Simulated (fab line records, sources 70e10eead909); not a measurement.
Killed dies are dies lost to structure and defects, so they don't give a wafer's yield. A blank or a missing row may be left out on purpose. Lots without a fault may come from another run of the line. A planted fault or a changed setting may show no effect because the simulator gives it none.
Problem report in the 8D (eight disciplines) form, filled by code | flow nand_harc | the parts of the form that need people (team, actions taken, sign-off) are left out

1. THE PROBLEM
cd_nm at NHARC_P_GATE_CD_MEAS_26 reads a mean of 138.9 nm on 6 wafers of 2 lots; wafers without a fault read 120.0 nm with a standard deviation of 0.55. That is +34 standard deviations from the usual mean.
The step: target cd 120 nm.
First seen on wafer L861.1, day 11 16:26, on cd_sem-03. The record holds 42 wafers of 14 lots with a number at this step. Rule for "out", or "out of limits": more than 4 standard deviations from the usual mean. The other wafers with a number count as sound.

2. WHAT IT IS AND WHAT IT IS NOT
question                    | is                     | is not
which readings at this step | cd_nm                  | -
which lots                  | L861, L862             | L845, L846, L847, L849, L852, L854, L855, L857, L858, L859, L867, L868
which wafers of those lots  | all that have a number | -
read on which gauges        | cd_sem-03              | cd_sem-01, cd_sem-02
when                        | from day 11 16:26      | up to then (30 sound wafers); but 6 sound wafers of L867, L868 came after

3. SUSPECTS, AND WHAT RULES EACH OUT
Counting: a tool at a process step up to the reading stays a suspect if it ran every lot that is out and no sound lot after the first of them.
- the gauge at NHARC_P_GATE_CD_MEAS_26: ruled out. All the wafers that are out were read on cd_sem-03, but those of them that NHARC_P_GATE_EXPOSE_23 has rows for are out there too, on other tools.
- arfi_scanner-02 at NHARC_P_GATE_EXPOSE_23 (exposes mask P GATE, target cd 120 nm): kept. It ran every lot that is out, first L861 (day 11 16:17), and no sound lot after that; its last sound lot up to then is L859 (day 11 08:28). Its own readings are out on those wafers: exposure_dose_mJ_cm2.
Left after counting: arfi_scanner-02 at NHARC_P_GATE_EXPOSE_23.

4. THE CAUSE (what the simulator had put in)
Process parameter drift: arfi_scanner-02, from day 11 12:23 on, at NHARC_P_GATE_EXPOSE_23. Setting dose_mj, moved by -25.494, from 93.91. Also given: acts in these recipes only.
Counting left only this tool.

5. THE CHAIN OF EFFECTS, in route order
Each row: a reading whose mean over the struck wafers that have a number lies more than 3 standard deviations from the usual. Only readings for which the record gives a usual standard deviation are gone through. hours: the time from each lot's start at the first step in this table that gives one to its start at this step, as a median over the lots. sigmas: the change in usual standard deviations.
hours | step                    | reading              | usual    | on struck wafers | change | sigmas
0     | NHARC_P_GATE_EXPOSE_23  | exposure_dose_mJ_cm2 | 93.88    | 68.35            | -25.53 | -99 or more
0     | NHARC_P_GATE_CD_MEAS_26 | cd_nm                | 120.0 nm | 138.9            | +18.9  | +34
The process steps in it:
- NHARC_P_GATE_EXPOSE_23: exposes mask P GATE, target cd 120 nm.

6. WHAT WOULD HAVE CAUGHT IT SOONER
In this record the first reading out of limits at a measuring or inspecting step was taken at day 11 16:26, 4 hours after the fault began at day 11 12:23.
The tool's own readings at NHARC_P_GATE_EXPOSE_23 were out on every struck wafer that the step has a row for (exposure_dose_mJ_cm2): an alarm limit on them would have fired on the first of those.
Of the lots that are out (2), L862 began NHARC_P_GATE_EXPOSE_23 on arfi_scanner-02 after day 11 16:26. A hold on the tool at that time would have spared it.
